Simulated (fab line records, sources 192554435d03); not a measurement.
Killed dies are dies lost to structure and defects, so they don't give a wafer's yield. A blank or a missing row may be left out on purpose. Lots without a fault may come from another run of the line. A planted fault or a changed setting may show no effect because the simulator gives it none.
Split-lot experiment | flow n5_finfet | 7 lots, 21 wafers read, on a route of 1938 steps

THE SPLIT
At N5_BEOL_M5_TRENCH_ETCH_37 (etches SiCOH lowk in C4F6/O2, target depth 71.652 nm, time 24.7 s), the setting time_s was moved away from the recipe's 24.7 s on 6 of the 21 wafers read, by -11.2% to -8.2%. The other wafers ran this setting at the recipe's value.

FROM THE SPLIT TO THE READING: what the file shows between them, 13 steps
- N5_BEOL_M5_ETCH_41: etches SiCN in CH3F/O2, target depth 31.5 nm, time 56.7 s (also split here: source_w)
- N5_BEOL_M5_STRIP_91: strips in N2/H2, time 10 s
- N5_BEOL_M5_OCD_MEAS_38
- N5_BEOL_M5_HM_STRIP_39: strips TiN in peroxide tin strip, target depth 25 nm, time 158 s
- N5_BEOL_M5_SRD_40: time 30 s
- N5_BEOL_M5_ECD_50: material Cu, target thk 300 nm
- N5_BEOL_M5_ANNEAL_51: time 90 s
- N5_BEOL_M5_CMP_52: polishes, stops on SiCOH lowk, t overpolish 6.9 s, target thk 62 nm
- N5_BEOL_M5_THK_MEAS_53: measures by xrf
- N5_BEOL_M5_PRE_CLEAN_77: time 15 s
- N5_BEOL_M5_CO_CAP_78: material Co, precursor CCTBA/H2, target thk 2 nm, time 102.1 s
- N5_BEOL_M5_PRE_CLEAN_55: time 15 s
- N5_BEOL_M5_DEP_56: deposits SiCN from 3MS/NH3, target thk 8 nm, time 14 s

THE READING
M5_RS, in ohm/sq, at N5_BEOL_M5_RS_MEAS_57 (measures by four-point-probe). Fault-free wafers of this fab line usually give 0.384 ohm/sq, standard deviation 0.014 ohm/sq.

wafer  | tool, chamber at the split | time_s as run, s | against the recipe | M5_RS, ohm/sq | against lot-mates on the recipe
L076.1 | rie_diel-06, 0             | 24.7             | recipe             | 0.399         | -
L076.4 | rie_diel-06, 3             | 24.7             | recipe             | 0.380         | -
L076.5 | rie_diel-06, 1             | 24.7             | recipe             | 0.414         | -
L078.2 | rie_diel-05, 2             | 24.7             | recipe             | 0.360         | -
L078.5 | rie_diel-05, 2             | 22.62            | -8.4%              | 0.407         | +0.047
L078.6 | rie_diel-05, 1             | 22.62            | -8.4%              | 0.440         | +0.080
L079.2 | rie_diel-05, 2             | 21.93            | -11.2%             | 0.421         | +0.049
L079.3 | rie_diel-05, 1             | 21.93            | -11.2%             | 0.458         | +0.086
L079.5 | rie_diel-05, 0             | 24.7             | recipe             | 0.372         | -
L082.2 | rie_diel-05, 0             | 24.7             | recipe             | 0.372         | -
L082.4 | rie_diel-05, 0             | 24.7             | recipe             | 0.381         | -
L082.6 | rie_diel-05, 3             | 24.7             | recipe             | 0.403         | -
L086.1 | rie_diel-05, 1             | 22.67            | -8.2%              | 0.452         | +0.065
L086.5 | rie_diel-05, 3             | 24.7             | recipe             | 0.394         | -
L086.6 | rie_diel-05, 0             | 24.7             | recipe             | 0.381         | -
L089.4 | rie_diel-05, 0             | 22.46            | -9.1%              | 0.413         | +0.036
L089.5 | rie_diel-05, 2             | 24.7             | recipe             | 0.371         | -
L089.6 | rie_diel-05, 3             | 24.7             | recipe             | 0.382         | -
L094.2 | rie_diel-06, 0             | 24.7             | recipe             | 0.383         | -
L094.3 | rie_diel-06, 1             | 24.7             | recipe             | 0.388         | -
L094.4 | rie_diel-06, 3             | 24.7             | recipe             | 0.380         | -

THE FIT
A straight line over all 21 wafers: M5_RS changes by -0.00501 ohm/sq for each +1% of time_s; r = -0.82; the points scatter about the line by 0.016 ohm/sq.
The same after taking each lot's own level away (the mean of its wafers on the recipe; 21 wafers): -0.00631 ohm/sq for each +1%; r = -0.91; scatter 0.013 ohm/sq.
On that fit, the largest move of time_s shifts the reading by 0.071 ohm/sq.
The lots' own levels span 0.3600 to 0.3977 ohm/sq, that is 2.7 times the standard deviation above.
So the lot-to-lot level changes the slope: the two fits differ.
Check: with one of the wafers moved furthest among these (-11.2%) left out of the fit, the line predicts +0.0778 ohm/sq for it against its lot-mates. It came out at +0.049 ohm/sq against them.

OTHER SPLITS ON THESE WAFERS
These wafers also went through other splits before the reading. Each is held against what the fit with the lots' levels taken away leaves over:
other split on the same wafers | wafers away from the commonest value | r with M5_RS (lot level and that fit taken away)
N5_BEOL_M5_ETCH_41 source_w    | 8                                    | +0.13

THE WHOLE CHAIN: every reading that the file lists as answering this split, in the file's order
step                      | what it does                                                        | reading                                                                      | change (the file's fit)               | r (the file's)
N5_BEOL_M5_TRENCH_ETCH_37 | etches SiCOH lowk in C4F6/O2, target depth 71.652 nm, time 24.7 s   | BEOL_M5.feature_depth_nm (the simulator's own value, which no gauge read)    | +0.759 nm for each +1% of the setting | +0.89
N5_BEOL_M5_TRENCH_ETCH_37 | etches SiCOH lowk in C4F6/O2, target depth 71.652 nm, time 24.7 s   | etch.depth_nm (the simulator's own value, which no gauge read)               | +0.757 nm for each +1% of the setting | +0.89
N5_BEOL_M5_OCD_MEAS_38    |                                                                     | trench_depth_nm                                                              | +0.754 nm for each +1% of the setting | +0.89
N5_BEOL_M5_CMP_52         | polishes, stops on SiCOH lowk, t overpolish 6.9 s, target thk 62 nm | Cu_of_BEOL_M5_ECD_50.thk_nm (the simulator's own value, which no gauge read) | +0.755 nm for each +1% of the setting | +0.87
N5_BEOL_M5_THK_MEAS_53    | measures by xrf                                                     | M5_THK                                                                       | +0.748 for each +1% of the setting    | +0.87
N5_BEOL_M5_RS_MEAS_57     | measures by four-point-probe                                        | M5_RS                                                                        | -0.00619 for each +1% of the setting  | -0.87

THE FILE'S OWN FIT
M5_RS changes by -0.00619 ohm/sq for each +1% of time_s, r = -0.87.
